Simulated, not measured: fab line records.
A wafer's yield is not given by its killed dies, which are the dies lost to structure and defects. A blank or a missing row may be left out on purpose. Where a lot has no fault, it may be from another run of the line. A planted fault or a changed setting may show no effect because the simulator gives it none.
fab line records	flow n5-finfet
record lots=5	wafers=14	last-day=18
route steps=1938 shown BEOL_M2@923 BEOL_M3@931 BEOL_M4@1111 PASSIVATION@1936
lots that met no fault: from a run of the same line without faults
start-h: hours from the record's opening day to when the first of the lot's shown wafers began	wait-h: hours since the lot's step before	" same as the row above	L1.1+2: a single row standing in for several wafers	- no value, or no start given	* or withheld: withheld	< > ~ a bound
route shown NAME@n: names a module that has steps shown in the file, with the first one's number in the route	usual: mean and standard deviation over wafers with no fault	same: alike in all rows	chamber/n: place in a boat	sites: the reading at each site	_std_site: the values' standard deviation	_edge_site: outer sites' mean less inner sites'	radius-mm: for every site, how far away it sits from the centre of the wafer	mask NAME#n: copy n	behind: the tool/chamber that last shaped the wafer	hold: the reason the lot was held/the length of the hold in hours/how it ended	device: whichever transistor did not switch (one of n, p or np)	end of line: the route-end tests of the same wafers	a step with no rows: only its recipe	killed: the dies lost at the first sort to structure and to defects; this is not the yield of the wafer	map: per-die view of a wafer (x killed, . not killed, _ where there is no die)
set.NAME: the setting the step ran with; set.NAME@STEP: the setting that earlier step ran with	model.NAME: the simulator's own value behind a step, which no gauge read
a table for each step, a row for each wafer; lots at some steps of the route
services: a tool's chamber out of use, with start hour (start-h, from the record's first day; less than 0 if before it), hours out, and reason
## steps
# step N5_BEOL_M2_CMP_52
# recipe stop-on=SiOC	t-overpolish-s=6.8	down-force-psi=1	platen-rpm=50	clearing-platen-down-force-psi=1.5	clearing-platen-rpm=50	post-cmp-clean=cu-alkaline	target-thk-nm=40	clearing-platen-pad-velocity-m-s=0.99484	pad-velocity-m-s=0.99484
# usual barrier-field-endpoint-s=24.7/0.77	head-pressure-psi=1.0004/0.0021	motor-current-A=6.1/0.65	overpolish-run-s=6.801/0.009	retaining-ring-pressure-frac=1.000/0.0056	time-to-endpoint-s=62/3.4
lot.wafer	tool	chamber	start-h	wait-h	barrier-field-endpoint-s	head-pressure-psi	motor-current-A	overpolish-run-s	retaining-ring-pressure-frac	time-to-endpoint-s
L699.4	cmp-03	0	146.43	0.3	24.8	0.9996	5.3	6.804	1.005	64
L699.5	"	2	"	"	25.1	0.9984	7.3	6.795	0.998	64
L699.6	"	3	"	"	24.4	0.9970	7.0	6.805	0.989	60
L711.3	cmp-01	1	224.79	0.3	26.4	1.0016	5.9	6.806	1.002	67
L711.6	"	0	"	"	25.4	1.0005	5.0	6.802	0.991	63
L717.3	cmp-02	1	254.48	0.2	24.5	1.0017	5.9	6.805	1.007	60
L717.4	"	3	"	"	25.4	0.9941	7.1	6.803	0.999	62
L717.1	"	0	"	"	24.6	1.0014	5.9	6.797	1.001	63
L721.3	cmp-02	0	275.25	0.2	23.9	0.9985	6.3	6.801	0.998	60
L721.5	"	0	"	"	24.2	1.0018	5.9	6.797	1.008	61
L721.6	"	1	"	"	23.9	1.0024	5.8	6.806	1.000	59
L722.3	cmp-01	1	282.50	0.2	25.1	0.9992	5.7	6.799	0.995	64
L722.2	"	2	"	"	24.1	0.9973	5.3	6.813	0.991	60
L722.1	"	3	"	"	25.3	1.0005	6.5	6.804	0.998	64
# step N5_BEOL_M2_THK_MEAS_53
# recipe thk-meas-gauge=xrf	reads=Cu_of_BEOL_M2_ECD_50
# usual M2_THK=38.6/1.5
lot.wafer	tool	chamber	start-h	wait-h	M2_THK[nm]
L699.4	film-metro-01	-	146.65	-	40.4
L699.5	"	-	"	"	40.6
L699.6	"	-	"	"	38.4
L711.3	film-metro-02	-	225.01	-	37.6
L711.6	"	-	"	"	35.8
L717.1	film-metro-01	-	254.78	-	39.3
L717.3	"	-	"	"	39.0
L717.4	"	-	"	"	38.7
L721.3	film-metro-02	-	275.54	-	36.9
L721.5	"	-	"	"	36.6
L721.6	"	-	"	"	37.5
L722.1	film-metro-02	-	282.79	-	40.1
L722.2	"	-	"	"	38.9
L722.3	"	-	"	"	40.6
# step N5_BEOL_M2_PRE_CLEAN_60
# recipe gas=NH3/H2	time-s=15	temp-c=*	rf-power-w=300
# usual heater-power-w=83/26	susceptor-temp-C=*
lot.wafer	tool	chamber	start-h	wait-h	heater-power-w	susceptor-temp-C
L699.4	cvd-co-02	0	146.71	0.1	99	*
L699.5	"	1	"	"	79	*
L699.6	"	2	"	"	71	*
L711.3	cvd-co-01	2	225.05	0.0	57	*
L711.6	"	0	"	"	133	*
L717.1	cvd-co-01	2	254.82	0.0	58	*
L717.3	"	0	"	"	137	*
L717.4	"	2	"	"	59	*
L721.3	cvd-co-02	0	275.58	0.0	100	*
L721.5	"	1	"	"	78	*
L721.6	"	0	"	"	103	*
L722.1	cvd-co-01	0	282.83	0.0	132	*
L722.2	"	2	"	"	58	*
L722.3	"	1	"	"	61	*
# step N5_BEOL_M2_CO_CAP_55
# recipe material=Co	target-thk-a=20	temp-c=200	precursor=CCTBA/H2	pressure-torr=30	time-s=102.1
# usual heater-power-w=234/32	susceptor-temp-C=199.97/0.16
lot.wafer	tool	chamber	start-h	wait-h	heater-power-w	susceptor-temp-C
L699.4	cvd-co-02	0	146.77	0.0	252	199.99
L699.5	"	1	"	"	226	199.78
L699.6	"	2	"	"	224	199.57
L711.3	cvd-co-01	2	225.09	0.0	200	199.90
L711.6	"	0	"	"	297	199.97
L717.1	cvd-co-01	2	254.86	0.0	203	199.87
L717.3	"	0	"	"	301	200.07
L717.4	"	2	"	"	200	199.93
L721.3	cvd-co-02	0	275.62	0.0	260	200.11
L721.5	"	1	"	"	228	199.86
L721.6	"	0	"	"	257	200.20
L722.1	cvd-co-01	0	282.87	0.0	293	200.11
L722.2	"	2	"	"	203	200.10
L722.3	"	1	"	"	207	199.84
# step N5_BEOL_M2_PRE_CLEAN_56
# recipe gas=NH3	time-s=15	temp-c=withheld	rf-power-w=300
# step N5_BEOL_M2_DEP_57
# recipe material=SiCN	target-thk-a=80	temp-c=withheld	precursor=3MS/NH3	pressure-torr=3	rf-w=202	time-s=14
# step N5_BEOL_M2_RS_MEAS_58
# recipe thk-meas-gauge=four-point-probe	reads=Co_of_BEOL_M2_CO_CAP_55+Cu_of_BEOL_M2_ECD_50+Co_of_BEOL_M2_CVD_47+TaN_of_BEOL_M2_ALD_84
# usual M2_RS=0.69/0.033
lot.wafer	tool	chamber	start-h	wait-h	M2_RS[ohm/sq]
L699.4	film-metro-02	-	146.92	0.0	0.64
L699.5	"	-	"	"	0.63
L699.6	"	-	"	"	0.69
L711.3	film-metro-02	-	225.30	0.1	0.70
L711.6	"	-	"	"	0.75
L717.1	film-metro-02	-	255.04	0.0	0.66
L717.3	"	-	"	"	0.67
L717.4	"	-	"	"	0.68
L721.3	film-metro-01	-	275.80	0.1	0.72
L721.5	"	-	"	"	0.73
L721.6	"	-	"	"	0.71
L722.1	film-metro-02	-	283.06	0.0	0.67
L722.2	"	-	"	"	0.69
L722.3	"	-	"	"	0.65
# step N5_BEOL_M2_INSPECT_59
# recipe inspect-instrument=darkfield	mode=post-dep
# usual raw-defect-count=76/30
lot.wafer	tool	chamber	start-h	wait-h	raw-defect-count
L699.4	defect-inspect-01	-	146.94	0.0	95
L699.5	"	-	"	"	95
L699.6	"	-	"	"	99
L711.3	defect-inspect-02	-	225.33	0.0	80
L711.6	"	-	"	"	67
L717.1	defect-inspect-01	-	255.06	0.0	49
L717.3	"	-	"	"	43
L717.4	"	-	"	"	75
L721.3	defect-inspect-02	-	275.83	0.0	73
L721.5	"	-	"	"	89
L721.6	"	-	"	"	96
L722.1	defect-inspect-01	-	283.10	0.0	83
L722.2	"	-	"	"	80
L722.3	"	-	"	"	48
# step N5_BEOL_M3_ILD_DEP_00
# recipe material=SiOC	target-thk-a=790	temp-c=350	precursor=DEMS/O2	pressure-torr=5	rf-w=500	time-s=15.3
# step N5_BEOL_M3_THK_MEAS_01
# recipe reads=SiOC_of_BEOL_M3_ILD_DEP_00
# usual M3_ILD_THK=79.0/1.1
lot.wafer	tool	chamber	start-h	wait-h	M3_ILD_THK[nm]
L699.4	film-metro-01	-	147.06	0.1	80.4
L699.5	"	-	"	"	82.0
L699.6	"	-	"	"	80.3
L711.3	film-metro-01	-	225.43	0.1	78.5
L711.6	"	-	"	"	79.2
L717.1	film-metro-01	-	255.17	0.0	77.9
L717.3	"	-	"	"	78.2
L717.4	"	-	"	"	79.7
L721.3	film-metro-01	-	275.95	0.1	78.8
L721.5	"	-	"	"	78.3
L721.6	"	-	"	"	77.1
L722.1	film-metro-01	-	283.22	0.1	79.4
L722.2	"	-	"	"	78.6
L722.3	"	-	"	"	79.0
# step N5_BEOL_M3_PECVD_72
# recipe material=SiO2	target-thk-a=160	temp-c=400	precursor=TEOS/O2	pressure-torr=5.5	rf-w=450	teos-flow-sccm=53.8	gas=O2	flow-sccm=3000	time-s=18
# usual heater-power-w=662/80	showerhead-plenum-p-Torr=8.81/0.08	susceptor-temp-C=399.99/0.22	throttle-valve-pct=22.3/1.1
lot.wafer	tool	chamber	start-h	wait-h	heater-power-w	showerhead-plenum-p-Torr	susceptor-temp-C	throttle-valve-pct
L699.4	pecvd-03	0	147.11	0.1	650	8.89	399.78	22.3
L699.5	"	1	"	"	672	8.72	399.60	23.4
L699.6	"	2	"	"	569	8.81	400.10	21.7
L711.3	pecvd-04	0	225.47	0.0	629	8.77	399.97	22.2
L711.6	"	2	"	"	625	8.77	399.64	20.1
L717.1	pecvd-03	2	255.21	0.0	611	8.78	400.02	21.3
L717.3	"	1	"	"	656	8.72	400.46	23.3
L717.4	"	2	"	"	618	8.81	399.96	21.7
L721.3	pecvd-01	2	275.99	0.0	846	8.83	399.99	20.7
L721.5	"	1	"	"	659	8.91	399.90	24.0
L721.6	"	0	"	"	649	8.73	400.24	22.2
L722.1	pecvd-04	2	283.26	0.0	563	8.78	400.13	20.0
L722.2	"	0	"	"	636	8.75	399.90	22.3
L722.3	"	1	"	"	587	8.94	400.07	22.5
# step N5_BEOL_M3_HM_DEP_02
# recipe material=TiN	target-thk-a=200	temp-c=25	chamber-pressure-pa=0.49996
# usual susceptor-temp-C=24.98/0.1	throttle-valve-pct=29.7/0.97
lot.wafer	tool	chamber	start-h	wait-h	susceptor-temp-C	throttle-valve-pct
L699.4	pvd-sputter-01	-	147.42	0.3	25.09	28.4
L699.5	"	-	"	"	24.97	28.8
L699.6	"	-	"	"	24.88	30.4
L711.3	pvd-sputter-02	-	225.58	0.1	25.08	28.8
L711.6	"	-	"	"	25.01	30.5
L717.1	pvd-sputter-01	-	256.27	1.0	25.06	29.2
L717.3	"	-	"	"	24.86	28.1
L717.4	"	-	"	"	25.06	30.4
L721.3	pvd-sputter-03	-	276.82	0.8	24.86	28.0
L721.5	"	-	"	"	25.03	29.7
L721.6	"	-	"	"	24.95	31.1
L722.1	pvd-sputter-02	-	285.10	1.8	25.04	29.2
L722.2	"	-	"	"	25.13	28.7
L722.3	"	-	"	"	25.14	30.3
# step N5_BEOL_M3_COAT_61
# recipe resist=SOC	temp-c=250	time-s=60	spin-rpm=1500	resist-thk-nm=60
# usual chill-plate-temp-C=22.98/0.11	heater-power-total-W=500.4/1.8	run-length-s=66.44/0.18
lot.wafer	tool	chamber	start-h	wait-h	chill-plate-temp-C	heater-power-total-W	run-length-s
L699.4	litho-track-05	0	147.54	0.1	23.16	498.7	66.45
L699.5	"	0	"	"	23.17	501.9	66.59
L699.6	"	0	"	"	23.13	499.9	66.49
L711.3	litho-track-05	0	225.71	0.1	23.09	501.6	66.60
L711.6	"	0	"	"	23.22	609.0	50.26
L717.1	litho-track-04	0	256.40	0.1	22.98	500.3	66.27
L717.3	"	0	"	"	22.98	497.7	66.21
L717.4	"	0	"	"	22.96	498.7	66.59
L721.3	litho-track-03	0	276.95	0.1	22.92	502.5	66.06
L721.5	"	0	"	"	22.95	501.2	66.26
L721.6	"	0	"	"	22.90	497.8	66.28
L722.1	litho-track-04	0	285.22	0.1	22.98	498.6	66.21
L722.2	"	0	"	"	22.96	500.0	66.28
L722.3	"	0	"	"	22.84	499.8	66.31
# step N5_BEOL_M3_COAT_62
# recipe resist=SiARC	temp-c=220	time-s=60	spin-rpm=1500	resist-thk-nm=12
# step N5_BEOL_M4_RC_MEAS_101
# usual DIBL_N=36.9/1.7	DIBL_P=36.7/2.1	IOFF_N=0.17/0.032	IOFF_P=0.22/0.036	ION_N=674/12	ION_P=461/7	SS_N=71.7/0.6	SS_P=73.4/0.67	VT_N=249/3.1	VT_P=-250/3.2
lot.wafer	tool	chamber	start-h	wait-h	DIBL_N[mV/V]	DIBL_P[mV/V]	IOFF_N[nA/um]	IOFF_P[nA/um]	ION_N[uA/um]	ION_P[uA/um]	SS_N[mV/dec]	SS_P[mV/dec]	VT_N[mV]	VT_P[mV]
L699.4	prober-01	0	169.98	0.5	34.7	33.9	0.12	0.16	660	450	71.9	72.5	257	-253
L699.5	"	0	"	"	36.5	35.9	0.15	0.18	666	452	71.3	73.2	252	-253
L699.6	"	0	"	"	36.2	36.0	0.15	0.19	679	462	71.5	73.2	249	-253
L711.3	prober-01	0	241.18	0.3	35.9	36.4	0.16	0.22	668	464	71.4	73.7	249	-249
L711.6	"	0	"	"	38.3	38.8	0.20	0.25	690	473	72.5	73.7	246	-247
L717.1	prober-02	0	279.11	0.0	37.5	35.7	0.18	0.26	676	471	71.5	73.4	247	-244
L717.3	"	0	"	"	35.1	33.5	0.14	0.23	662	466	71.5	72.8	249	-247
L717.4	"	0	"	"	34.8	33.6	0.14	0.24	667	467	70.8	72.1	248	-245
L721.3	prober-02	0	295.51	0.3	40.0	40.8	0.26	0.32	698	473	73.2	75.6	244	-245
L721.5	"	0	"	"	38.0	38.5	0.20	0.27	691	468	72.0	73.5	250	-246
L721.6	"	0	"	"	37.7	38.6	0.20	0.28	682	466	71.4	74.5	247	-246
L722.1	prober-01	0	311.87	0.0	38.3	38.6	0.16	0.23	664	460	71.9	73.7	253	-250
L722.2	"	0	"	"	39.1	38.7	0.19	0.25	687	477	72.6	73.6	248	-248
L722.3	"	0	"	"	38.0	37.7	0.15	0.22	659	457	71.8	73.3	252	-251
# step N5_PASSIVATION_PROBE_49
# usual defect-limited-yield=91.7/1.5	killed_at_M0_to_M3=32/9.6	killed_at_M4_up=13/5.3	killed-at-contacts=12/6.8	killed-at-front-end=36/9.8	killed-at-other=4/3.1	killed-dies=98/17	killed-open=65/13	killed-short=32/8.5	sort_bin_5_function=4.9/0.93	sort_bin_6_memory=3.2/0.67	sort_bin_8_speed=0.00/0.02	sort-n-pass=1082/17	sort-yield-pct=91.7/1.4
# same gross-dies=1180	killed-at-back-side=0	sort_bin_4_leakage[%]=0
lot.wafer	tool	chamber	start-h	wait-h	defect-limited-yield[%]	killed_at_M0_to_M3	killed_at_M4_up	killed-at-contacts	killed-at-front-end	killed-at-other	killed-dies	killed-open	killed-short	sort_bin_5_function[%]	sort_bin_6_memory[%]	sort_bin_8_speed[%]	sort-n-pass	sort-yield-pct[%]
L699.4	prober-01	-	272.27	0.2	93.8	32	7	6	26	2	73	47	22	3.7	2.2	0	1107	93.8
L699.5	prober-01	-	272.32	0.2	93.1	29	4	12	34	2	81	46	34	4.7	1.7	0	1099	93.1
L699.6	prober-01	-	272.37	0.3	91.9	38	11	4	39	4	96	65	28	5.1	2.9	0	1084	91.9
L711.6	prober-02	-	361.55	1.5	95.3	14	4	11	25	1	55	37	18	3.1	1.4	0	1125	95.3
L717.1	prober-01	-	386.71	0.0	92.9	19	18	6	38	3	84	58	23	3.7	3.1	0	1096	92.9
L717.3	prober-01	-	386.81	0.1	92.4	33	9	15	31	2	90	51	36	5.1	2.4	0	1090	92.4
L717.4	prober-01	-	386.86	0.2	93.2	18	12	12	32	6	80	49	30	4.1	2.5	0	1100	93.2
L722.1	prober-02	-	422.46	0.0	94.8	16	10	3	31	1	61	35	24	2.5	2.2	0	1119	94.8
L722.2	prober-02	-	422.51	0.1	94.3	25	9	11	20	2	67	43	24	3.2	2.2	0	1113	94.3
L722.3	prober-02	-	422.56	0.1	93.0	32	12	14	19	6	83	64	18	4.1	2.6	0	1097	93.0
# killed by level:class
L699.4 BEOL_M0_SAQP:geometric-particle:short=9 STI_FIN_REVEAL:geometric-particle:open=8 BEOL_M0_SAQP:geometric-particle:open=7 MOL_CONTACT_COAG:geometric-particle:open=6 FIN_SAQP:geometric-particle:open=5 BEOL_M3:geometric-particle:open=5 BEOL_M1:geometric-particle:open=4 BEOL_M2:geometric-particle:open=4
L699.5 BEOL_M0_SAQP:geometric-particle:short=9 BEOL_M0_SAQP:geometric-particle:open=9 MOL_CONTACT_COAG:geometric-particle:open=8 FIN_SAQP:geometric-particle:short=7 GATE_CUT:geometric-particle:short=5 BEOL_M3:geometric-particle:open=5 DUMMY_GATE:geometric-particle:open=4 MOL_CONTACT_COAG:geometric-particle:short=4
L699.6 STI_FIN_REVEAL:geometric-particle:open=11 BEOL_M0_SAQP:geometric-particle:open=10 BEOL_M1:geometric-particle:open=9 FIN_SAQP:geometric-particle:short=7 BEOL_M2:geometric-particle:open=5 MOL_CONTACT_COAG:geometric-particle:open=4 BEOL_M0_SAQP:geometric-particle:short=4 BEOL_M3:geometric-particle:short=4
L711.6 STI_FIN_REVEAL:geometric-particle:open=8 MOL_CONTACT_COAG:geometric-particle:open=6 FIN_SAQP:geometric-particle:short=5 FIN_SAQP:geometric-particle:open=5 MOL_CONTACT_COAG:geometric-particle:short=5 BEOL_M0:geometric-particle:open=4 BEOL_M2:geometric-particle:open=3 DUMMY_GATE:geometric-particle:open=2
L717.1 FIN_SAQP:geometric-particle:open=10 FIN_SAQP:geometric-particle:short=7 STI_FIN_REVEAL:geometric-particle:open=6 MOL_CONTACT_COAG:geometric-particle:open=6 BEOL_M4:geometric-particle:short=6 BEOL_M1:geometric-particle:open=5 BEOL_M3:geometric-particle:open=5 GATE_CUT:geometric-particle:open=4
L717.3 MOL_CONTACT_COAG:geometric-particle:open=12 BEOL_M0_SAQP:geometric-particle:short=11 BEOL_M4:geometric-particle:open=8 FIN_SAQP:geometric-particle:open=7 GATE_CUT:geometric-particle:short=6 BEOL_M1:geometric-particle:open=5 FIN_SAQP:geometric-particle:short=4 BEOL_M0_SAQP:geometric-particle:open=4
L717.4 MOL_CONTACT_COAG:geometric-particle:open=8 BEOL_M4:geometric-particle:open=8 DUMMY_GATE:geometric-particle:open=6 BEOL_M2:geometric-particle:open=5 FIN_SAQP:geometric-particle:open=4 FIN_SAQP:geometric-particle:short=4 STARTING-WAFER:geometric-particle:open=4 MIM_TOP_ETCH:geometric-particle:short=4
L722.1 ILD0:geometric-particle:short=8 BEOL_M0_SAQP:geometric-particle:short=6 BEOL_M4:geometric-particle:open=6 FIN_SAQP:geometric-particle:open=5 STARTING-WAFER:geometric-particle:open=5 ILD0:geometric-particle:open=4 MOL_CONTACT_COAG:geometric-particle:open=3 BEOL_M1:geometric-particle:open=3
L722.2 MOL_CONTACT_COAG:geometric-particle:open=8 BEOL_M2:geometric-particle:open=7 GATE_CUT:geometric-particle:short=4 BEOL_M1:geometric-particle:open=4 MOL_CONTACT_COAG:geometric-particle:short=3 BEOL_M0_SAQP:geometric-particle:short=3 BEOL_M0:geometric-particle:open=3 BEOL_M1:geometric-particle:short=3
L722.3 MOL_CONTACT_COAG:geometric-particle:open=14 BEOL_M2:geometric-particle:open=11 BEOL_M1:geometric-particle:open=6 BEOL_M3:geometric-particle:open=6 BEOL_M4:geometric-particle:open=6 BEOL_M0_SAQP:geometric-particle:short=5 FIN_SAQP:geometric-particle:short=4 GATE_CUT:geometric-particle:open=4
## services
tool	chamber	start-h	hours	kind
cmp-01	-	124.34	0.6	repair
pvd-sputter-03	-	124.48	12.1	repair
pvd-sputter-01	-	129.67	3.7	repair
cmp-03	-	134.79	2.7	repair
pecvd-03	1	140.56	5.5	scheduled-down
cmp-01	-	144.90	0.5	repair
pvd-sputter-03	-	150.18	7.7	repair
pecvd-01	1	151.00	6.7	repair
cmp-01	-	159.29	16.0	pm
pecvd-03	2	164.62	5.5	scheduled-down
cmp-03	-	166.05	3.6	pm
cmp-01	-	183.14	2.1	repair
pecvd-01	2	209.43	19.8	repair
pecvd-03	2	211.82	5.0	scheduled-down
cmp-03	-	226.34	4.0	pm
cmp-02	-	226.72	6.0	repair
pecvd-01	-	229.78	28.1	pm
cmp-01	-	258.90	4.0	pm
cmp-03	-	262.06	3.9	pm
cmp-01	-	262.90	-	consumable-replace:conditioner
cmp-01	-	262.90	-	consumable-replace:pad
pecvd-01	0	265.44	4.3	repair
pecvd-03	0	271.09	16.5	scheduled-down
cmp-01	-	272.01	6.9	pm
## key
first-sign step=N5_BEOL_M3_COAT_61	reading=run-length-s	direction=down	sigmas=90	usual=*	struck=*
effect step=N5_BEOL_M3_COAT_61	reading=heater-power-total-W	direction=up	sigmas=60	usual=*	struck=*
met-at N5_BEOL_M3_COAT_61
struck-wafers L711.6
onset-between 147.54 225.71
fault kind=process-parameter-drift	tool=litho-track-05	chamber=-	onset-h=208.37	steps=N5_BEOL_M3_COAT_61	channel=time-s	offset=*	shape=step	end-h=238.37	scope=struck-wafers-only	acts-in=*	stated=*
